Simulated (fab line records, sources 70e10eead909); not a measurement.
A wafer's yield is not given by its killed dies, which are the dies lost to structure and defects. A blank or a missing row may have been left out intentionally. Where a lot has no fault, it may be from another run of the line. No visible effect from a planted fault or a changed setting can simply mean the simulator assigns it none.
Chamber matching | flow nand-harc | NHARC_A_SLIT_DEP_23 on pecvd-01 has 3 sister chambers
The step deposits SiON, target thk 100 nm. 6 wafers are shown with their chamber, then 9 later ones without.

== EACH WAFER AND ITS CHAMBER ==
wafer  | chamber | heater-power-w (W) | rf-fwd-power-W (W)
L084.3 | 0       | 950                | 348.7
L083.2 | 1       | 694                | 348.7
L083.3 | 0       | 864                | 347.7
L089.2 | 2       | 771                | 349.6
L089.4 | 2       | 781                | 349.1
L089.6 | 1       | 747                | 350.1

== WAFERS WITH NO CHAMBER GIVEN ==
wafer  | heater-power-w (W) | rf-fwd-power-W (W)
L092.1 | 730                | 350.3
L092.3 | 759                | 348.5
L092.4 | 966                | 348.4
L093.1 | 852                | 349.3
L093.2 | 762                | 347.9
L093.4 | 850                | 347.0
L096.1 | 893                | 349.2
L096.2 | 813                | 347.1
L096.6 | 679                | 349.6

== CHAMBER TAKEN BY EACH ==
wafer  | from the rows above          | in truth
L092.1 | can't be placed: 1 or 2      | 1
L092.3 | can't be placed: 2 or 1      | 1
L092.4 | 0                            | 0
L093.1 | can't be placed: 2 or 0 or 1 | 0
L093.2 | can't be placed: 2 or 1 or 0 | 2
L093.4 | can't be placed: 0 or 2      | 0
L096.1 | can't be placed: 0 or 2      | 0
L096.2 | can't be placed: 0 or 2 or 1 | 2
L096.6 | can't be placed: 1 or 2      | 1
1 of 9 placed correctly. Unplaceable from these rows: 8, with the true chamber sitting among the candidates in 8. Wrongly placed: 0.
How it was worked out, from the rows above alone: a wafer's distance from a chamber is the root of the sum, over the readings, of the square of ((its reading less the chamber's mean) divided by the reading's scatter). The wafer belongs to the nearest chamber; if the next one is less than 2 further off, it can't be placed. For every chamber, the mean is computed from those of its wafers that are shown. The scatter is the square root of a quotient: the sum, over the shown wafers, of each reading's squared deviation from its chamber's mean, divided by wafers minus chambers.
